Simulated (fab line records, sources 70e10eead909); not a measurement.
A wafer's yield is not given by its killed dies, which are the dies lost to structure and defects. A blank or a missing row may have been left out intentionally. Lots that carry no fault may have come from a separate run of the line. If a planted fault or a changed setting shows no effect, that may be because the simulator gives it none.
Code-filled problem report in 8D (eight disciplines) form / flow nand harc / the parts of the form that need people (team, actions taken, sign-off) are left out

## 1. WHAT WENT WRONG
Wafers with no fault read 33 with a standard deviation of 11, whereas killed dies at NHARC_END_SORT_01 reads a mean of 94 on 1 wafer of 1 lot. Relative to the usual mean, that is a shift of +5.5 standard deviations.
First observed at day 23 12:25: wafer L493.3, on prober-02. The record holds 3 wafers of 1 lot with a number at this step. By rule, "out" or "out of limits" means more than 4 standard deviations away from the usual mean. The rest of the wafers with a number are treated as sound.

## 2. WHAT IT IS; WHAT IT IS NOT
question=which readings at this step; is=killed dies, killed at array; is not=killed at periphery, killed open, killed short
question=which lots; is=L493; is not=-
question=which wafers of those lots; is=L493.3; is not=L493.1, L493.2
question=read on which gauges; is=prober-02; is not=-
question=when; is=from day 23 12:25; is not=up to then (2 sound wafers)

## 3. WHAT RULES OUT EACH SUSPECT
Counting: if a tool at a process step up to the reading ran every lot that is out, it stays a suspect. Sound lots after the first of them don't rule it out here, since some wafers of a struck lot are sound.
- the gauge at NHARC_END_SORT_01: kept. All the wafers that are out were read on prober-02, and no step on other tools shows them out.
- rie diel-05 at NHARC_A_STAIRCASE_ETCH_194 (etches the open film in C4F8/O2, target depth 100 nm, time 40.5 s): kept. It ran the lot that is out, L493 (day 14 14:22).
- rie si-03 at NHARC_THIN_TSV_ETCH_15 (target depth 3000 nm, bosch target overetch cycles 2, bosch etch step 2.8 s): kept. It ran the lot that is out, L493 (day 22 18:53).
- cmp-02 at NHARC_THIN_TSV_CMP_21 (polishes, t overpolish 30 s, target thk 2000 nm): kept. It ran the lot that is out, L493 (day 22 22:25).
- rie diel-05, NHARC_A_STAIRCASE_ETCH_194: wafers that are out in chamber 1, sound lot-mates in chambers 0, 2.
- rie si-03, NHARC_THIN_TSV_ETCH_15: wafers that are out in chamber 2, sound lot-mates in chambers 0, 3.
- cmp-02, NHARC_THIN_TSV_CMP_21: wafers that are out in chamber 2, sound lot-mates in chambers 0, 1.
Left after counting: rie diel-05 at NHARC_A_STAIRCASE_ETCH_194, rie si-03 at NHARC_THIN_TSV_ETCH_15, cmp-02 at NHARC_THIN_TSV_CMP_21, prober-02 at NHARC_END_SORT_01.

## 4. THE CAUSE (what the simulator had put in)
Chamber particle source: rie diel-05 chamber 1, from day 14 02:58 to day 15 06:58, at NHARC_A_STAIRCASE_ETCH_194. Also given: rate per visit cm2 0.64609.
Of the 4 suspects that counting leaves, this tool is one.

## 5. THE EFFECT CHAIN, in route order
Rows list readings where the struck wafers' mean (over those with a number) sits beyond 3 standard deviations from the usual. Scope: only readings with a usual standard deviation given in the record; hours: median across lots of the time from each lot's start at the first step in this table that gives one to its start at this step; sigmas: change in usual standard deviations.
hours=0; step=NHARC_END_SORT_01; reading=killed at array; usual=29; on struck wafers=89; change=+60; sigmas=+5.5
hours=0; step=NHARC_END_SORT_01; reading=killed dies; usual=33; on struck wafers=94; change=+61; sigmas=+5.5

## 6. HOW IT WOULD HAVE BEEN CAUGHT EARLIER
Counted from the fault's start at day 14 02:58, it took 225 hours until the first out-of-limits reading at a measuring or inspecting step in this record, taken at day 23 12:25.
An alarm limit of 4 standard deviations would not have fired on the tool readings at NHARC_A_STAIRCASE_ETCH_194 for which the record gives a usual standard deviation, since none of them was out on any struck wafer.
All the lots that are out (1) had begun NHARC_A_STAIRCASE_ETCH_194 on rie diel-05 by day 23 12:25. Tool hold at that time: it would have spared none of them.
